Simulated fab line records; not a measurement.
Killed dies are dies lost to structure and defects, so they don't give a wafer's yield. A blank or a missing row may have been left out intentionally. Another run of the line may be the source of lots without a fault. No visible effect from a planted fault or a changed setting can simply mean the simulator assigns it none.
What tool caused it? / flow n5_finfet / 9 lots with 27 wafers sampled at 5 steps, on a route of 1938 steps

WHAT THE GAUGES SHOWED, per wafer
N5_WELL_APT_INSPECT_27: inspects for defects (macro).
lot=L832; measured=day 1 15:02; on=defect_inspect-01; raw_defect_count=3 5 0
lot=L835; measured=day 2 08:53; on=defect_inspect-02; raw_defect_count=2 1 1
lot=L836; measured=day 2 14:56; on=defect_inspect-01; raw_defect_count=3 1 2
lot=L839; measured=day 3 09:08; on=defect_inspect-01; raw_defect_count=1 4 2
lot=L842; measured=day 4 03:14; on=defect_inspect-01; raw_defect_count=4 1 1
lot=L844; measured=day 4 15:02; on=defect_inspect-01; raw_defect_count=3 0 3
lot=L847; measured=day 5 08:53; on=defect_inspect-01; raw_defect_count=1 0 2
lot=L851; measured=day 6 09:41; on=defect_inspect-01; raw_defect_count=4 2 2
lot=L854; measured=day 7 03:17; on=defect_inspect-02; raw_defect_count=0 2 0

N5_BEOL_M4_RC_MEAS_101.
lot=L832; measured=day 7 19:21; on=prober-02; DIBL_N (mV/V)=34.1 37.8 39.7; DIBL_P (mV/V)=36 37 40; IOFF_N (nA/um)=0.12 0.18 0.23; IOFF_P (nA/um)=0.20 0.22 0.27; ION_N (uA/um)=659 678 679; ION_P (uA/um)=459 466 459; RS_PWELL (ohm/sq)=2995 3026 2994; SS_N (mV/dec)=70.6 72.3 72.7; SS_P (mV/dec)=72.8 73.5 74.2; VT_N (mV)=254 251 248; VT_P (mV)=-249 -250 -245
lot=L835; measured=day 8 20:26; on=prober-01; DIBL_N (mV/V)=35.7 33.3 37.1; DIBL_P (mV/V)=36 34 38; IOFF_N (nA/um)=0.15 0.11 0.18; IOFF_P (nA/um)=0.19 0.17 0.24; ION_N (uA/um)=673 651 669; ION_P (uA/um)=458 455 461; RS_PWELL (ohm/sq)=2992 2997 3012; SS_N (mV/dec)=71.9 70.6 71.6; SS_P (mV/dec)=72.4 71.8 73.8; VT_N (mV)=253 255 248; VT_P (mV)=-250 -253 -249
lot=L836; measured=day 8 20:35; on=prober-02; DIBL_N (mV/V)=37.5 41.0 37.7; DIBL_P (mV/V)=38 43 38; IOFF_N (nA/um)=0.19 0.31 0.18; IOFF_P (nA/um)=0.24 0.37 0.25; ION_N (uA/um)=679 711 683; ION_P (uA/um)=463 480 469; RS_PWELL (ohm/sq)=3013 3015 3020; SS_N (mV/dec)=71.3 72.8 72.1; SS_P (mV/dec)=73.4 75.0 73.4; VT_N (mV)=249 238 248; VT_P (mV)=-248 -242 -247
lot=L839; measured=day 10 05:40; on=prober-02; DIBL_N (mV/V)=35.9 37.2 33.6; DIBL_P (mV/V)=37 37 34; IOFF_N (nA/um)=0.16 0.19 0.11; IOFF_P (nA/um)=0.20 0.20 0.17; ION_N (uA/um)=667 680 659; ION_P (uA/um)=459 461 451; RS_PWELL (ohm/sq)=3001 3009 2986; SS_N (mV/dec)=72.3 72.0 70.9; SS_P (mV/dec)=73.8 73.0 73.0; VT_N (mV)=251 249 255; VT_P (mV)=-252 -251 -254
lot=L842; measured=day 11 11:34; on=prober-01; DIBL_N (mV/V)=39.7 33.7 36.6; DIBL_P (mV/V)=42 34 38; IOFF_N (nA/um)=0.30 0.13 0.21; IOFF_P (nA/um)=0.37 0.19 0.29; ION_N (uA/um)=716 671 702; ION_P (uA/um)=484 461 486; RS_PWELL (ohm/sq)=3812 3868 3808; SS_N (mV/dec)=72.8 72.0 71.9; SS_P (mV/dec)=74.3 72.9 74.4; VT_N (mV)=239 252 241; VT_P (mV)=-239 -251 -244
lot=L844; measured=day 11 13:14; on=prober-02; DIBL_N (mV/V)=35.6 34.6 37.2; DIBL_P (mV/V)=35 34 38; IOFF_N (nA/um)=0.15 0.14 0.18; IOFF_P (nA/um)=0.17 0.17 0.22; ION_N (uA/um)=660 672 678; ION_P (uA/um)=448 453 450; RS_PWELL (ohm/sq)=3818 3882 3828; SS_N (mV/dec)=71.4 71.0 71.9; SS_P (mV/dec)=73.2 72.5 73.9; VT_N (mV)=250 248 246; VT_P (mV)=-255 -255 -250
lot=L847; measured=day 11 18:13; on=prober-01; DIBL_N (mV/V)=39.9 39.4 39.4; DIBL_P (mV/V)=42 43 43; IOFF_N (nA/um)=0.28 0.25 0.26; IOFF_P (nA/um)=0.31 0.32 0.32; ION_N (uA/um)=702 690 686; ION_P (uA/um)=470 468 470; RS_PWELL (ohm/sq)=2993 2995 3007; SS_N (mV/dec)=72.3 71.7 72.6; SS_P (mV/dec)=74.8 75.0 74.6; VT_N (mV)=242 246 243; VT_P (mV)=-245 -244 -246
lot=L851; measured=day 13 00:09; on=prober-02; DIBL_N (mV/V)=37.6 35.7 37.4; DIBL_P (mV/V)=37 34 36; IOFF_N (nA/um)=0.19 0.16 0.20; IOFF_P (nA/um)=0.24 0.21 0.24; ION_N (uA/um)=683 667 685; ION_P (uA/um)=463 462 466; RS_PWELL (ohm/sq)=3022 3018 3042; SS_N (mV/dec)=72.1 71.5 72.0; SS_P (mV/dec)=73.9 73.3 73.8; VT_N (mV)=249 249 244; VT_P (mV)=-249 -250 -250
lot=L854; measured=day 14 00:07; on=prober-02; DIBL_N (mV/V)=37.5 34.7 37.5; DIBL_P (mV/V)=39 35 40; IOFF_N (nA/um)=0.18 0.13 0.19; IOFF_P (nA/um)=0.22 0.17 0.26; ION_N (uA/um)=679 673 677; ION_P (uA/um)=466 459 463; RS_PWELL (ohm/sq)=2990 3005 2987; SS_N (mV/dec)=72.5 71.5 72.1; SS_P (mV/dec)=73.7 73.4 74.5; VT_N (mV)=251 254 248; VT_P (mV)=-252 -252 -249

WHICH TOOL RAN EACH LOT (tool, then ch and the chambers of the sampled wafers, then the start)
lot=L832; N5_WELL_APT_DESCUM_30=rie_diel-03 ch 2,3, day 1 15:16; N5_WELL_APT_IMPLANT_31=implanter-02 ch 0, day 1 15:22; N5_PMOS_HMC_CHANNEL_EPI_HM_DEP_34=pecvd-01 ch 0,1,2, day 1 16:56
lot=L835; N5_WELL_APT_DESCUM_30=rie_diel-03 ch 1,2, day 2 08:55; N5_WELL_APT_IMPLANT_31=implanter-02 ch 0, day 2 09:01; N5_PMOS_HMC_CHANNEL_EPI_HM_DEP_34=pecvd-04 ch 0,1,2, day 2 10:41
lot=L836; N5_WELL_APT_DESCUM_30=rie_diel-01 ch 1,3, day 2 14:59; N5_WELL_APT_IMPLANT_31=implanter-02 ch 0, day 2 15:07; N5_PMOS_HMC_CHANNEL_EPI_HM_DEP_34=pecvd-01 ch 0,1, day 2 16:41
lot=L839; N5_WELL_APT_DESCUM_30=rie_diel-01 ch 0,1,2, day 3 09:35; N5_WELL_APT_IMPLANT_31=implanter-02 ch 0, day 3 09:41; N5_PMOS_HMC_CHANNEL_EPI_HM_DEP_34=pecvd-04 ch 0,2, day 3 11:28
lot=L842; N5_WELL_APT_DESCUM_30=rie_diel-05 ch 1,2, day 4 03:16; N5_WELL_APT_IMPLANT_31=implanter-02 ch 0, day 4 03:23; N5_PMOS_HMC_CHANNEL_EPI_HM_DEP_34=pecvd-04 ch 0,1, day 4 04:57
lot=L844; N5_WELL_APT_DESCUM_30=rie_diel-01 ch 0,1,3, day 4 15:10; N5_WELL_APT_IMPLANT_31=implanter-02 ch 0, day 4 15:16; N5_PMOS_HMC_CHANNEL_EPI_HM_DEP_34=pecvd-01 ch 0,1,2, day 4 17:10
lot=L847; N5_WELL_APT_DESCUM_30=rie_diel-05 ch 1,2, day 5 08:55; N5_WELL_APT_IMPLANT_31=implanter-01 ch 0, day 5 09:02; N5_PMOS_HMC_CHANNEL_EPI_HM_DEP_34=pecvd-01 ch 0,1,2, day 5 10:38
lot=L851; N5_WELL_APT_DESCUM_30=rie_diel-01 ch 0,1,3, day 6 09:43; N5_WELL_APT_IMPLANT_31=implanter-01 ch 0, day 6 09:52; N5_PMOS_HMC_CHANNEL_EPI_HM_DEP_34=pecvd-04 ch 1,2, day 6 11:23
lot=L854; N5_WELL_APT_DESCUM_30=rie_diel-01 ch 1,2, day 7 03:26; N5_WELL_APT_IMPLANT_31=implanter-01 ch 0, day 7 03:34; N5_PMOS_HMC_CHANNEL_EPI_HM_DEP_34=pecvd-04 ch 0,1, day 7 05:07
- N5_WELL_APT_DESCUM_30: chemistry O2, time 7.9 s.
- N5_WELL_APT_IMPLANT_31
- N5_PMOS_HMC_CHANNEL_EPI_HM_DEP_34: deposits SiO2 from TEOS/O2, target thk 36 nm, time 6.9 s.

WHAT THE TOOLS THEMSELVES READ (means of the sampled wafers that have a number; where no wafer has one, the mark that the record gives instead)
N5_WELL_APT_DESCUM_30.
lot=L832; tool=rie_diel-03; bias_power_w (W)=20.02; drypump_motor_current_A (A)=5.8; oes_product_au (a.u.)=0.75; rf_vpp_V (V)=242.3; showerhead_plenum_p_Torr (Torr)=2.06; temp_c (C)=40.09; throttle_valve_pct (%)=20.44
lot=L835; tool=rie_diel-03; bias_power_w (W)=20.00; drypump_motor_current_A (A)=5.7; oes_product_au (a.u.)=0.69; rf_vpp_V (V)=241.4; showerhead_plenum_p_Torr (Torr)=1.97; temp_c (C)=40.07; throttle_valve_pct (%)=20.47
lot=L836; tool=rie_diel-01; bias_power_w (W)=19.96; drypump_motor_current_A (A)=5.4; oes_product_au (a.u.)=0.80; rf_vpp_V (V)=244.5; showerhead_plenum_p_Torr (Torr)=2.15; temp_c (C)=39.99; throttle_valve_pct (%)=20.37
lot=L839; tool=rie_diel-01; bias_power_w (W)=20.00; drypump_motor_current_A (A)=5.6; oes_product_au (a.u.)=0.70; rf_vpp_V (V)=243.4; showerhead_plenum_p_Torr (Torr)=2.12; temp_c (C)=40.05; throttle_valve_pct (%)=20.91
lot=L842; tool=rie_diel-05; bias_power_w (W)=19.98; drypump_motor_current_A (A)=5.6; oes_product_au (a.u.)=0.74; rf_vpp_V (V)=242.5; showerhead_plenum_p_Torr (Torr)=2.07; temp_c (C)=40.03; throttle_valve_pct (%)=20.62
lot=L844; tool=rie_diel-01; bias_power_w (W)=19.99; drypump_motor_current_A (A)=5.5; oes_product_au (a.u.)=0.72; rf_vpp_V (V)=244.6; showerhead_plenum_p_Torr (Torr)=2.15; temp_c (C)=39.85; throttle_valve_pct (%)=20.61
lot=L847; tool=rie_diel-05; bias_power_w (W)=20.05; drypump_motor_current_A (A)=5.6; oes_product_au (a.u.)=0.77; rf_vpp_V (V)=242.2; showerhead_plenum_p_Torr (Torr)=2.07; temp_c (C)=40.05; throttle_valve_pct (%)=20.63
lot=L851; tool=rie_diel-01; bias_power_w (W)=20.00; drypump_motor_current_A (A)=5.4; oes_product_au (a.u.)=0.72; rf_vpp_V (V)=243.5; showerhead_plenum_p_Torr (Torr)=2.15; temp_c (C)=40.05; throttle_valve_pct (%)=20.64
lot=L854; tool=rie_diel-01; bias_power_w (W)=19.92; drypump_motor_current_A (A)=5.6; oes_product_au (a.u.)=0.69; rf_vpp_V (V)=240.9; showerhead_plenum_p_Torr (Torr)=2.06; temp_c (C)=40.12; throttle_valve_pct (%)=21.04

N5_WELL_APT_IMPLANT_31.
lot=L832 tool=implanter-02 dose_ions_cm2=1.4997e+13 faraday_current_uA=188
lot=L835 tool=implanter-02 dose_ions_cm2=1.4994e+13 faraday_current_uA=188
lot=L836 tool=implanter-02 dose_ions_cm2=1.5011e+13 faraday_current_uA=194
lot=L839 tool=implanter-02 dose_ions_cm2=1.4987e+13 faraday_current_uA=193
lot=L842 tool=implanter-02 dose_ions_cm2=1.0056e+13 faraday_current_uA=128
lot=L844 tool=implanter-02 dose_ions_cm2=1.0049e+13 faraday_current_uA=128
lot=L847 tool=implanter-01 dose_ions_cm2=1.5020e+13 faraday_current_uA=192
lot=L851 tool=implanter-01 dose_ions_cm2=1.5001e+13 faraday_current_uA=190
lot=L854 tool=implanter-01 dose_ions_cm2=1.4984e+13 faraday_current_uA=191

N5_PMOS_HMC_CHANNEL_EPI_HM_DEP_34.
lot=L832; tool=pecvd-01; heater_power_outer_w (W)=284; heater_power_w (W)=516; showerhead_plenum_p_Torr (Torr)=8.353; throttle_valve_pct (%)=18.4
lot=L835; tool=pecvd-04; heater_power_outer_w (W)=210; heater_power_w (W)=425; showerhead_plenum_p_Torr (Torr)=8.330; throttle_valve_pct (%)=19.3
lot=L836; tool=pecvd-01; heater_power_outer_w (W)=261; heater_power_w (W)=514; showerhead_plenum_p_Torr (Torr)=8.352; throttle_valve_pct (%)=18.3
lot=L839; tool=pecvd-04; heater_power_outer_w (W)=256; heater_power_w (W)=453; showerhead_plenum_p_Torr (Torr)=8.317; throttle_valve_pct (%)=19.8
lot=L842; tool=pecvd-04; heater_power_outer_w (W)=203; heater_power_w (W)=424; showerhead_plenum_p_Torr (Torr)=8.333; throttle_valve_pct (%)=19.2
lot=L844; tool=pecvd-01; heater_power_outer_w (W)=256; heater_power_w (W)=480; showerhead_plenum_p_Torr (Torr)=8.345; throttle_valve_pct (%)=18.1
lot=L847; tool=pecvd-01; heater_power_outer_w (W)=244; heater_power_w (W)=450; showerhead_plenum_p_Torr (Torr)=8.352; throttle_valve_pct (%)=18.0
lot=L851; tool=pecvd-04; heater_power_outer_w (W)=245; heater_power_w (W)=469; showerhead_plenum_p_Torr (Torr)=8.343; throttle_valve_pct (%)=19.4
lot=L854; tool=pecvd-04; heater_power_outer_w (W)=229; heater_power_w (W)=456; showerhead_plenum_p_Torr (Torr)=8.329; throttle_valve_pct (%)=19.3

THE ANSWER, worked out from the rows above alone
Rule: what is usual is taken from the lots themselves. Put in order of their means at a reading, lots are off if they are a third of the lots or fewer, leave a main group of 4 or more, and stand apart from it by a gap of 3 or more times the standard deviation of the main group's means; of several such gaps the widest counts. A main group whose means are all the same, to the digits that the tables above print for the reading, isn't used. A lot without any number at a reading at which 4 lots or more have one is off too. All remaining lots with rows at the step are treated as sound. The gauges are gone through in route order, then the tools' own readings, and for those a lot's mean is taken as printed above. The first step at which some lot is off is used, and at that step the reading that is off furthest; a lot without a number counts as furthest.
Off: at N5_BEOL_M4_RC_MEAS_101 (RS_PWELL), L842, L844. For the main group the mean is 3006 ohm/sq and the standard deviation 11.
A tool fits if, at a process step before that reading, it ran every lot that is off, and no sound lot after the first of them. Not tried: the gauges at N5_BEOL_M4_RC_MEAS_101; whatever is off there is also off at N5_WELL_APT_IMPLANT_31, on other tools, and gauge error can't account for it. One candidate fits, namely implanter-02 at N5_WELL_APT_IMPLANT_31. Its last sound lot is L839 (day 3 09:41), its first lot that is off L842 (day 4 03:23): a fault that began between those two fits.
The tool's own readings at N5_WELL_APT_IMPLANT_31 bear it out: on the lots that are off they differ by more than 5 times the standard deviation of the sound lots' means. dose_ions_cm2 reads 1.0052e+13 there against 1.4999e+13 on the sound lots; faraday_current_uA reads 128 there against 191 on the sound lots.

WHAT THE SIMULATOR PUT IN
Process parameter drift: implanter-02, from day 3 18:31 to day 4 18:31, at N5_WELL_APT_IMPLANT_31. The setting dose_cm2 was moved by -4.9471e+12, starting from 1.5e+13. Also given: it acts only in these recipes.
Shown lots that were struck: L842, L844. The rule above found the same.
